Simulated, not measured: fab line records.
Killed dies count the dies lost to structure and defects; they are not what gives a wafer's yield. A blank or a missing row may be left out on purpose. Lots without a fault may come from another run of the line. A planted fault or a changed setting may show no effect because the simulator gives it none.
fab line records | flow nand_harc
record lots=13 | wafers=39 | last_day=33
route steps=1302 shown A_CONTACT@1007 THIN_TSV@1264 END@1302
lots untouched by any fault: they come from a run of this same line in which no faults occurred
start_h: the number of hours between the record's first day and the start of the first shown wafer of the lot | wait_h: how many hours have passed since the lot's step before this one | " same as the row above | L1.1+2: several wafers, shown together as one row | - no value, or no start was given | * or withheld: withheld | < > ~ a bound
route shown NAME@n: NAME is a module with steps in the file, n the number in the route of the first one | usual: mean/standard deviation of fault-free wafers | same: alike in all rows | chamber/n: place in a boat | sites: each site's reading | _std_site: the values' standard deviation | _edge_site: outer sites' mean less inner sites' | radius_mm: how far each site lies from the wafer's centre | mask NAME#n: copy n | behind: the last tool/chamber to shape the wafer | hold: cause of the lot's hold/its duration in hours/its outcome | device: transistor that didn't switch, given as n, p or np | end of line: at the end of the route, the tests of the same wafers | a step without rows: its recipe alone | killed: the dies lost at the first sort to structure and to defects; this is not the yield of the wafer | map: the dies of a wafer, with x for killed, . for not killed, _ for no die there
set.NAME: the setting the step ran with; set.NAME@STEP: the setting that earlier step ran with | model.NAME: the simulator's own value behind a step, which no gauge read
route steps across a sampled set of lots; one table per step, one row per wafer
services: when a tool's chamber went out of use (start_h, in hours from the record's first day, below 0 if earlier), for how many hours, and the reason
## steps
# step NHARC_A_CONTACT_ETCH_113
# recipe source_w=withheld | pressure_mtorr=20 | bias_v=3000 | time_s=190 | target_depth_a=18500 | ar_flow_sccm=withheld | c4f8_flow_sccm=withheld | o2_flow_sccm=withheld | chemistry=C4F8/O2/Ar
lot.wafer | tool            | chamber | start_h | wait_h | rf_hours_counter_h
L141.2    | har_cap_etch-03 | 1       | 508.92  | 0.1    | 44
L141.1    | "               | 0       | "       | "      | 44
L141.3    | "               | 0       | "       | "      | -
L144.1    | har_cap_etch-01 | 0       | 526.07  | 0.2    | 2
L144.3    | "               | 1       | "       | "      | -
L144.5    | "               | 1       | "       | "      | -
L145.2    | har_cap_etch-02 | 0       | 539.15  | 0.1    | 96
L145.4    | "               | 0       | "       | "      | -
L145.5    | "               | 1       | "       | "      | -
L146.2    | har_cap_etch-03 | 1       | 542.33  | 0.1    | 51
L146.4    | "               | 0       | "       | "      | -
L146.5    | "               | 0       | "       | "      | -
L147.2    | har_cap_etch-02 | 1       | 564.87  | 0.1    | 100
L147.3    | "               | 1       | "       | "      | -
L147.6    | "               | 0       | "       | "      | -
L150.4    | har_cap_etch-03 | 1       | 592.20  | 0.1    | -
L150.3    | "               | 0       | "       | "      | -
L150.5    | "               | 0       | "       | "      | -
L151.1    | har_cap_etch-01 | 0       | 596.53  | 0.2    | 11
L151.6    | "               | 1       | "       | "      | -
L151.5    | "               | 0       | "       | "      | -
L149.2    | har_cap_etch-02 | 1       | 596.66  | 0.2    | 103
L149.4    | "               | 0       | "       | "      | -
L149.6    | "               | 0       | "       | "      | -
L148.2    | har_cap_etch-03 | 0       | 598.11  | 0.1    | 59
L148.3    | "               | 0       | "       | "      | -
L148.4    | "               | 1       | "       | "      | -
L153.1    | har_cap_etch-03 | 0       | 628.94  | 0.1    | 66
L153.4    | "               | 1       | "       | "      | -
L153.6    | "               | 1       | "       | "      | -
L160.1    | har_cap_etch-01 | 0       | 696.07  | 0.1    | 28
L160.4    | "               | 0       | "       | "      | -
L160.5    | "               | 0       | "       | "      | -
L163.2    | har_cap_etch-03 | 0       | 705.38  | 0.1    | 80
L163.5    | "               | 0       | "       | "      | -
L163.6    | "               | 1       | "       | "      | -
L161.2    | har_cap_etch-01 | 0       | 706.26  | 0.1    | 30
L161.1    | "               | 1       | "       | "      | 30
L161.4    | "               | 0       | "       | "      | -
# step NHARC_THIN_TSV_CD_MEAS_16
# usual cd_nm=999.5/1.4
lot.wafer | tool      | chamber | start_h | wait_h | cd_nm
L141.1    | cd_sem-03 | -       | 562.82  | 0.1    | 999.2
L141.2    | "         | -       | "       | "      | 998.0
L141.3    | "         | -       | "       | "      | 999.3
L144.1    | cd_sem-01 | -       | 577.89  | 0.1    | 998.7
L144.3    | "         | -       | "       | "      | 999.0
L144.5    | "         | -       | "       | "      | 998.4
L145.2    | cd_sem-01 | -       | 593.96  | 0.1    | 998.6
L145.4    | "         | -       | "       | "      | 999.9
L145.5    | "         | -       | "       | "      | 1000.6
L146.2    | cd_sem-02 | -       | 601.97  | 0.1    | 997.4
L146.4    | "         | -       | "       | "      | 998.5
L146.5    | "         | -       | "       | "      | 996.1
L147.2    | cd_sem-02 | -       | 616.41  | 0.1    | 1000.3
L147.3    | "         | -       | "       | "      | 998.3
L147.6    | "         | -       | "       | "      | 997.9
L151.1    | cd_sem-02 | -       | 647.68  | 0.1    | 997.1
L151.5    | "         | -       | "       | "      | 997.4
L151.6    | "         | -       | "       | "      | 997.8
L150.3    | cd_sem-02 | -       | 648.88  | 0.1    | 998.9
L150.4    | "         | -       | "       | "      | 999.9
L150.5    | "         | -       | "       | "      | 1000.1
L149.2    | cd_sem-02 | -       | 650.10  | 0.1    | 1000.4
L149.4    | "         | -       | "       | "      | 1000.1
L149.6    | "         | -       | "       | "      | 999.2
L148.2    | cd_sem-01 | -       | 654.95  | 0.1    | 1000.1
L148.3    | "         | -       | "       | "      | 997.0
L148.4    | "         | -       | "       | "      | 1001.1
L153.1    | cd_sem-01 | -       | 687.18  | 0.1    | 1000.5
L153.4    | "         | -       | "       | "      | 1000.8
L153.6    | "         | -       | "       | "      | 1000.3
L160.1    | cd_sem-01 | -       | 756.75  | 0.1    | 997.6
L160.4    | "         | -       | "       | "      | 999.0
L160.5    | "         | -       | "       | "      | 1000.0
L163.2    | cd_sem-02 | -       | 757.97  | 0.1    | 997.4
L163.5    | "         | -       | "       | "      | 1000.0
L163.6    | "         | -       | "       | "      | 999.0
L161.1    | cd_sem-01 | -       | 759.17  | 0.1    | 1000.1
L161.2    | "         | -       | "       | "      | 1000.8
L161.4    | "         | -       | "       | "      | 1003.5
# step NHARC_THIN_TSV_DEGAS_49
# recipe temp_c=300 | time_s=120
# usual heater_power_w=448/45
lot.wafer | tool           | chamber | start_h | wait_h | heater_power_w
L141.3    | pvd_sputter-03 | -       | 564.69  | 0.1    | 387
L141.2    | "              | -       | "       | "      | 457
L141.1    | "              | -       | "       | "      | 480
L144.1    | pvd_sputter-02 | -       | 579.70  | 0.1    | 468
L144.3    | "              | -       | "       | "      | 405
L144.5    | "              | -       | "       | "      | 412
L145.2    | pvd_sputter-03 | -       | 595.77  | 0.1    | 378
L145.4    | "              | -       | "       | "      | 423
L145.5    | "              | -       | "       | "      | 386
L146.2    | pvd_sputter-02 | -       | 603.79  | 0.1    | 535
L146.4    | "              | -       | "       | "      | 406
L146.5    | "              | -       | "       | "      | 443
L147.3    | pvd_sputter-03 | -       | 618.21  | 0.1    | 390
L147.2    | "              | -       | "       | "      | 488
L147.6    | "              | -       | "       | "      | 387
L151.1    | pvd_sputter-03 | -       | 649.55  | 0.2    | 462
L151.5    | "              | -       | "       | "      | 393
L151.6    | "              | -       | "       | "      | 453
L150.4    | pvd_sputter-03 | -       | 650.70  | 0.1    | 426
L150.3    | "              | -       | "       | "      | 494
L150.5    | "              | -       | "       | "      | 498
L149.4    | pvd_sputter-03 | -       | 651.91  | 0.1    | 464
L149.2    | "              | -       | "       | "      | 370
L149.6    | "              | -       | "       | "      | 454
L148.4    | pvd_sputter-02 | -       | 656.83  | 0.1    | 404
L148.2    | "              | -       | "       | "      | 529
L148.3    | "              | -       | "       | "      | 483
L153.1    | pvd_sputter-01 | -       | 688.99  | 0.1    | 510
L153.4    | "              | -       | "       | "      | 485
L153.6    | "              | -       | "       | "      | 504
L160.4    | pvd_sputter-03 | -       | 758.55  | 0.1    | 423
L160.1    | "              | -       | "       | "      | 472
L160.5    | "              | -       | "       | "      | 471
L163.2    | pvd_sputter-01 | -       | 759.78  | 0.1    | 511
L163.6    | "              | -       | "       | "      | 497
L163.5    | "              | -       | "       | "      | 486
L161.1    | pvd_sputter-03 | -       | 761.06  | 0.2    | 370
L161.2    | "              | -       | "       | "      | 469
L161.4    | "              | -       | "       | "      | 456
# step NHARC_THIN_TSV_ETCH_59
# recipe target_depth_a=8800 | icp_w=900 | bias_w=100 | Cl2_flow_sccm=60 | bcl3_flow_sccm=30 | time_s=138.1 | chemistry=Cl2/BCl3
# usual bias_w=100.03/0.29 | drypump_motor_current_A=5.7/0.33 | oes_product_au=1.003/0.0081 | throttle_valve_pct=22.264/0.0094
lot.wafer | tool         | chamber | start_h | wait_h | bias_w | drypump_motor_current_A | oes_product_au | rf_hours_counter_h | throttle_valve_pct
L141.2    | rie_metal-02 | 1       | 568.20  | 0.1    | 100.09 | 5.7                     | 1.003          | 1.7                | 22.283
L141.1    | "            | 0       | "       | "      | 100.12 | 5.5                     | 1.012          | 1.7                | 22.260
L141.3    | "            | 1       | "       | "      | 100.24 | 5.7                     | 1.001          | -                  | 22.269
L144.1    | rie_metal-02 | 1       | 583.06  | 0.1    | 99.71  | 5.7                     | 1.000          | 2.2                | 22.273
L144.3    | "            | 0       | "       | "      | 100.23 | 5.5                     | 1.001          | -                  | 22.269
L144.5    | "            | 1       | "       | "      | 99.76  | 5.7                     | 0.996          | -                  | 22.260
L145.2    | rie_metal-03 | 1       | 599.22  | 0.1    | 100.08 | 5.6                     | 1.007          | 1.5                | 22.273
L145.4    | "            | 0       | "       | "      | 99.78  | 5.6                     | 0.990          | -                  | 22.270
L145.5    | "            | 1       | "       | "      | 100.03 | 5.6                     | 1.003          | -                  | 22.274
L146.2    | rie_metal-02 | 1       | 607.27  | 0.2    | 100.37 | 5.7                     | 1.008          | -                  | 22.256
L146.4    | "            | 1       | "       | "      | 99.75  | 5.7                     | 1.003          | -                  | 22.276
L146.5    | "            | 1       | "       | "      | 99.82  | 5.7                     | 1.003          | -                  | 22.270
L147.2    | rie_metal-01 | 1       | 621.66  | 0.1    | 100.00 | 6.5                     | 0.998          | 0.4                | 22.270
L147.3    | "            | 1       | "       | "      | 100.48 | 6.5                     | 1.002          | -                  | 22.261
L147.6    | "            | 0       | "       | "      | 100.57 | 5.5                     | 0.994          | -                  | 22.245
L151.1    | rie_metal-01 | 0       | 652.96  | 0.1    | 99.86  | 5.4                     | 1.000          | 0.7                | 22.267
L151.5    | "            | 0       | "       | "      | 99.88  | 5.4                     | 0.993          | -                  | 22.273
L151.6    | "            | 1       | "       | "      | 100.43 | 6.5                     | 1.007          | -                  | 22.276
L150.3    | rie_metal-02 | 1       | 654.19  | 0.2    | 99.99  | 5.7                     | 1.003          | -                  | 22.252
L150.4    | "            | 0       | "       | "      | 99.99  | 5.5                     | 1.015          | -                  | 22.242
L150.5    | "            | 1       | "       | "      | 99.98  | 5.7                     | 1.013          | -                  | 22.262
L149.2    | rie_metal-03 | 1       | 655.28  | 0.2    | 100.36 | 5.6                     | 0.994          | 2.5                | 22.263
L149.4    | "            | 0       | "       | "      | 99.93  | 5.6                     | 1.004          | -                  | 22.277
L149.6    | "            | 1       | "       | "      | 99.91  | 5.6                     | 0.998          | -                  | 22.260
L148.2    | rie_metal-01 | 1       | 660.16  | 0.1    | 100.25 | 6.5                     | 1.011          | 0.9                | 22.272
L148.4    | "            | 1       | "       | "      | 100.23 | 6.5                     | 1.023          | -                  | 22.255
L148.3    | "            | 0       | "       | "      | 100.30 | 5.4                     | 1.003          | -                  | 22.272
L153.1    | rie_metal-01 | 1       | 692.35  | 0.2    | 100.41 | 6.5                     | 1.006          | 1.7                | 22.278
L153.4    | "            | 1       | "       | "      | 99.80  | 6.5                     | 1.005          | -                  | 22.254
L153.6    | "            | 0       | "       | "      | 100.17 | 5.4                     | 0.996          | -                  | 22.263
L160.1    | rie_metal-01 | 1       | 761.91  | 0.1    | 99.76  | 6.5                     | 1.013          | 0.0                | 22.258
L160.4    | "            | 0       | "       | "      | 100.31 | 5.5                     | 0.998          | -                  | 22.274
L160.5    | "            | 1       | "       | "      | 100.08 | 6.5                     | 1.009          | -                  | 22.266
L163.2    | rie_metal-03 | 1       | 763.30  | 0.2    | 99.66  | 5.6                     | 1.000          | -                  | 22.272
L163.5    | "            | 1       | "       | "      | 99.54  | 5.7                     | 0.997          | -                  | 22.280
L163.6    | "            | 1       | "       | "      | 100.10 | 5.6                     | 0.984          | -                  | 22.274
L161.2    | rie_metal-01 | 1       | 764.47  | 0.1    | 100.17 | 6.5                     | 1.012          | 0.2                | 22.268
L161.1    | "            | 0       | "       | "      | 100.32 | 5.4                     | 1.000          | 0.2                | 22.263
L161.4    | "            | 1       | "       | "      | 99.54  | 6.5                     | 1.013          | -                  | 22.263
# step NHARC_END_SORT_01
# recipe temp_c=25
# usual killed_at_array=50/14 | killed_at_other=0.9/1 | killed_at_periphery=3.9/2.5 | killed_dies=55/15 | killed_open=3.5/1.9 | killed_short=2.5/1.7
# same gross_dies=677
lot.wafer | tool      | chamber | start_h | wait_h | killed_at_array | killed_at_other | killed_at_periphery | killed_dies | killed_open | killed_short
L146.2    | prober-02 | 0       | 617.47  | 2.8    | 56              | 1               | 2                   | 59          | 1           | 3
L146.4    | prober-02 | 0       | 619.04  | 3.4    | 66              | 1               | 1                   | 68          | 1           | 0
L146.5    | prober-02 | 0       | 619.83  | 3.7    | 66              | 1               | 1                   | 68          | 0           | 0
L148.2    | prober-01 | 0       | 672.35  | 2.8    | 44              | 0               | 2                   | 46          | 1           | 5
L148.3    | prober-01 | 0       | 673.14  | 3.1    | 50              | 3               | 0                   | 53          | 6           | 1
L148.4    | prober-01 | 0       | 673.93  | 3.4    | 50              | 2               | 2                   | 54          | 4           | 3
L153.1    | prober-02 | 0       | 702.96  | 2.5    | 59              | 0               | 0                   | 59          | 5           | 4
L153.4    | prober-02 | 0       | 705.38  | 3.4    | 56              | 0               | 2                   | 58          | 3           | 2
L153.6    | prober-02 | 0       | 706.99  | 4.0    | 39              | 0               | 0                   | 39          | 1           | 1
L160.1    | prober-01 | 0       | 770.71  | 2.5    | 144             | 1               | 8                   | 153         | 4           | 8
L160.4    | prober-01 | 0       | 773.10  | 3.4    | 147             | 3               | 4                   | 154         | 3           | 2
L160.5    | prober-01 | 0       | 773.90  | 3.7    | 140             | 3               | 4                   | 147         | 3           | 2
L163.2    | prober-02 | 0       | 776.69  | 2.8    | 70              | 0               | 9                   | 79          | 1           | 3
L163.5    | prober-02 | 0       | 779.11  | 3.7    | 64              | 0               | 6                   | 70          | 6           | 0
L163.6    | prober-02 | 0       | 779.91  | 4.0    | 84              | 1               | 5                   | 90          | 2           | 8
L161.1    | prober-01 | 0       | 778.47  | 2.5    | 111             | 0               | 3                   | 114         | 1           | 2
L161.2    | prober-01 | 0       | 779.27  | 2.8    | 115             | 2               | 3                   | 120         | 9           | 0
L161.4    | prober-01 | 0       | 780.85  | 3.4    | 112             | 1               | 5                   | 118         | 2           | 1
# killed by level:class
L146.2 A_SLIT:chamber_film_flake=24 A_CHANNEL_HOLE_D2:chamber_film_flake=14 A_STAIRCASE:chamber_film_flake=7 A_CHANNEL_HOLE_D1:chamber_film_flake=4 P_BONDPAD:chamber_film_flake=2 A_CONTACT:chamber_film_flake=2 A_ONON_D1:geometric_particle:short=1 A_CHANNEL_HOLE_D2:geometric_particle:short=1
L146.4 A_CHANNEL_HOLE_D2:chamber_film_flake=28 A_SLIT:chamber_film_flake=27 A_STAIRCASE:chamber_film_flake=7 A_CONTACT:chamber_film_flake=2 A_BLC:geometric_particle:open=1 P_BONDPAD:chamber_film_flake=1 A_CHANNEL_HOLE_D1:chamber_film_flake=1 THIN_TSV:chamber_film_flake=1
L146.5 A_SLIT:chamber_film_flake=32 A_CHANNEL_HOLE_D2:chamber_film_flake=20 A_CHANNEL_HOLE_D1:chamber_film_flake=5 A_CONTACT:chamber_film_flake=5 A_STAIRCASE:chamber_film_flake=3 P_ZERO_WELL:chamber_film_flake=1 A_WL_FILL:chamber_film_flake=1 THIN_TSV:chamber_film_flake=1
L148.2 A_SLIT:chamber_film_flake=24 A_CHANNEL_HOLE_D2:chamber_film_flake=11 A_CHANNEL_HOLE_D1:chamber_film_flake=2 A_ONON_D1:geometric_particle:short=1 A_CHANNEL_FILL_D1:geometric_particle:short=1 A_DECK1_JOINT:geometric_particle:short=1 A_ONON_D2:geometric_particle:short=1 A_ONON_D2:geometric_particle:open=1
L148.3 A_SLIT:chamber_film_flake=22 A_CHANNEL_HOLE_D2:chamber_film_flake=10 A_CHANNEL_HOLE_D1:chamber_film_flake=6 A_ONON_D2:geometric_particle:open=3 A_CONTACT:chamber_film_flake=3 THIN_TSV:chamber_film_flake=2 A_CHANNEL_HOLE_D1:geometric_particle:open=1 A_CHANNEL_FILL_D1:geometric_particle:open=1
L148.4 A_SLIT:chamber_film_flake=26 A_CHANNEL_HOLE_D2:chamber_film_flake=10 A_CHANNEL_HOLE_D1:chamber_film_flake=5 A_CONTACT:chamber_film_flake=3 A_ONON_D2:geometric_particle:open=2 P_GATE:geometric_particle:open=1 A_CHANNEL_FILL_D1:geometric_particle:open=1 A_WL_FILL:geometric_particle:short=1
L153.1 A_CHANNEL_HOLE_D1:chamber_film_flake=20 A_CHANNEL_HOLE_D2:chamber_film_flake=19 A_BONDPAD:chamber_film_flake=5 A_CONTACT:chamber_film_flake=3 A_STAIRCASE:chamber_film_flake=2 A_ONON_D1:geometric_particle:short=1 A_DECK1_JOINT:geometric_particle:short=1 A_ONON_D2:geometric_particle:open=1
L153.4 A_CHANNEL_HOLE_D1:chamber_film_flake=31 A_CHANNEL_HOLE_D2:chamber_film_flake=11 A_CONTACT:chamber_film_flake=3 A_STAIRCASE:chamber_film_flake=2 A_BONDPAD:chamber_film_flake=2 A_SOURCE_PLATE:geometric_particle:short=1 A_DECK1_JOINT:geometric_particle:short=1 A_DECK1_JOINT:geometric_particle:open=1
L153.6 A_CHANNEL_HOLE_D1:chamber_film_flake=15 A_CHANNEL_HOLE_D2:chamber_film_flake=12 A_STAIRCASE:chamber_film_flake=4 A_CONTACT:chamber_film_flake=3 A_SLIT:chamber_film_flake=2 A_CHANNEL_HOLE_D2:geometric_particle:short=1 A_SGD_CUT:geometric_particle:open=1 A_BONDPAD:chamber_film_flake=1
L160.1 A_CONTACT:unspecified=90 A_CHANNEL_HOLE_D2:chamber_film_flake=22 A_CHANNEL_HOLE_D1:chamber_film_flake=8 A_SLIT:chamber_film_flake=8 P_CONTACT:chamber_film_flake=3 A_CONTACT:chamber_film_flake=3 A_DECK1_JOINT:chamber_film_flake=2 P_STI:geometric_particle:short=1
L160.4 A_CONTACT:unspecified=96 A_CHANNEL_HOLE_D2:chamber_film_flake=28 A_CHANNEL_HOLE_D1:chamber_film_flake=8 A_SLIT:chamber_film_flake=4 A_CONTACT:chamber_film_flake=4 P_CONTACT:chamber_film_flake=3 THIN_TSV:chamber_film_flake=3 A_CHANNEL_FILL_D1:chamber_film_flake=2
L160.5 A_CONTACT:unspecified=91 A_CHANNEL_HOLE_D2:chamber_film_flake=23 A_CHANNEL_HOLE_D1:chamber_film_flake=6 A_CONTACT:chamber_film_flake=6 P_CONTACT:chamber_film_flake=4 A_SLIT:chamber_film_flake=4 THIN_TSV:chamber_film_flake=3 A_STAIRCASE:chamber_film_flake=2
L163.2 A_CHANNEL_HOLE_D2:chamber_film_flake=27 A_SLIT:chamber_film_flake=26 A_CHANNEL_HOLE_D1:chamber_film_flake=11 P_BONDPAD:chamber_film_flake=5 P_STI:chamber_film_flake=3 A_STAIRCASE:chamber_film_flake=2 P_CONTACT:geometric_particle:short=1 A_CHANNEL_FILL_D1:geometric_particle:open=1
L161.1 A_CONTACT:unspecified=94 A_SLIT:chamber_film_flake=7 P_M2:chamber_film_flake=2 A_ZERO_WELL:chamber_film_flake=2 A_CHANNEL_FILL_D1:chamber_film_flake=2 A_ONON_D2:geometric_particle:short=1 A_M0:geometric_particle:open=1 A_M0:geometric_particle:short=1
L163.5 A_SLIT:chamber_film_flake=27 A_CHANNEL_HOLE_D2:chamber_film_flake=19 A_CHANNEL_HOLE_D1:chamber_film_flake=10 P_STI:chamber_film_flake=4 A_CHANNEL_FILL_D1:geometric_particle:open=2 A_CHANNEL_FILL_D2:geometric_particle:open=2 A_WL_FILL:geometric_particle:open=1 A_BLC:geometric_particle:open=1
L161.2 A_CONTACT:unspecified=94 A_SLIT:chamber_film_flake=5 A_CHANNEL_FILL_D1:geometric_particle:open=3 A_CHANNEL_FILL_D1:chamber_film_flake=3 A_M0:geometric_particle:open=2 A_STAIRCASE:chamber_film_flake=2 THIN_TSV:chamber_film_flake=2 P_M0:geometric_particle:open=1
L163.6 A_CHANNEL_HOLE_D2:chamber_film_flake=31 A_SLIT:chamber_film_flake=27 A_CHANNEL_HOLE_D1:chamber_film_flake=12 A_STAIRCASE:chamber_film_flake=4 A_M0:geometric_particle:short=3 P_BONDPAD:chamber_film_flake=2 A_CONTACT:chamber_film_flake=2 P_M0:geometric_particle:open=1
L161.4 A_CONTACT:unspecified=93 A_SLIT:chamber_film_flake=8 A_CONTACT:chamber_film_flake=4 P_GATE:chamber_film_flake=2 A_CHANNEL_FILL_D1:chamber_film_flake=2 A_STAIRCASE:chamber_film_flake=2 P_M0:geometric_particle:open=1 A_CONTACT:geometric_particle:open=1
## services
tool            | chamber | start_h | hours | kind
har_cap_etch-01 | -       | 497.00  | 17.0  | pm
pvd_sputter-01  | -       | 505.36  | 1.0   | repair
rie_metal-01    | -       | 506.25  | 2.6   | repair
pvd_sputter-02  | -       | 506.44  | 4.9   | repair
rie_metal-03    | -       | 519.00  | 9.0   | pm
pvd_sputter-03  | -       | 526.63  | 10.0  | pm
pvd_sputter-01  | -       | 535.53  | 3.9   | repair
rie_metal-01    | -       | 539.42  | 29.1  | repair
pvd_sputter-01  | -       | 561.97  | 14.3  | repair
rie_metal-01    | -       | 575.00  | 9.0   | pm
pvd_sputter-01  | -       | 582.02  | 10.0  | pm
rie_metal-02    | 0       | 605.58  | 17.4  | repair
pvd_sputter-03  | -       | 630.29  | 4.4   | repair
rie_metal-02    | -       | 631.00  | 9.0   | pm
pvd_sputter-02  | -       | 638.00  | 10.0  | pm
rie_metal-01    | -       | 641.22  | 0.7   | repair
har_cap_etch-01 | -       | 648.89  | 25.2  | repair
pvd_sputter-03  | -       | 664.98  | 0.9   | repair
rie_metal-03    | -       | 696.00  | 9.0   | pm
pvd_sputter-03  | -       | 704.63  | 10.0  | pm
pvd_sputter-02  | -       | 735.21  | 0.7   | repair
rie_metal-01    | -       | 752.00  | 9.0   | pm
har_cap_etch-02 | -       | 754.00  | 17.0  | pm
rie_metal-03    | 0       | 762.10  | 5.5   | repair
## key
first_sign step=NHARC_END_SORT_01 | reading=killed_at_array | direction=up | sigmas=5.5 | usual=50 | struck=128
effect step=NHARC_END_SORT_01 | reading=killed_dies | direction=up | sigmas=5.4 | usual=55 | struck=134
more_kills_born_at NHARC_A_CONTACT_ETCH_113@har_cap_etch-01=557
met_at NHARC_A_CONTACT_ETCH_113
struck_lots L160,L161
tester_left_out L160,L161
not_acting_at NHARC_THIN_TSV_CD_MEAS_16,NHARC_THIN_TSV_DEGAS_49,NHARC_THIN_TSV_ETCH_59
onset_between 596.53 696.07
fault kind=chamber_particle_source | tool=har_cap_etch-01 | chamber=- | onset_h=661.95 | steps=NHARC_A_CONTACT_ETCH_113 | rate_per_visit_cm2=1.0157 | end_h=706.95
# tester_left_out: of these lots the tester's yield and bins aren't shown, on N5 and GAA mostly nor the transistor test; their killed dies are dies lost to structure and defects alone, not to doping, threshold or leakage, so they don't give the yield
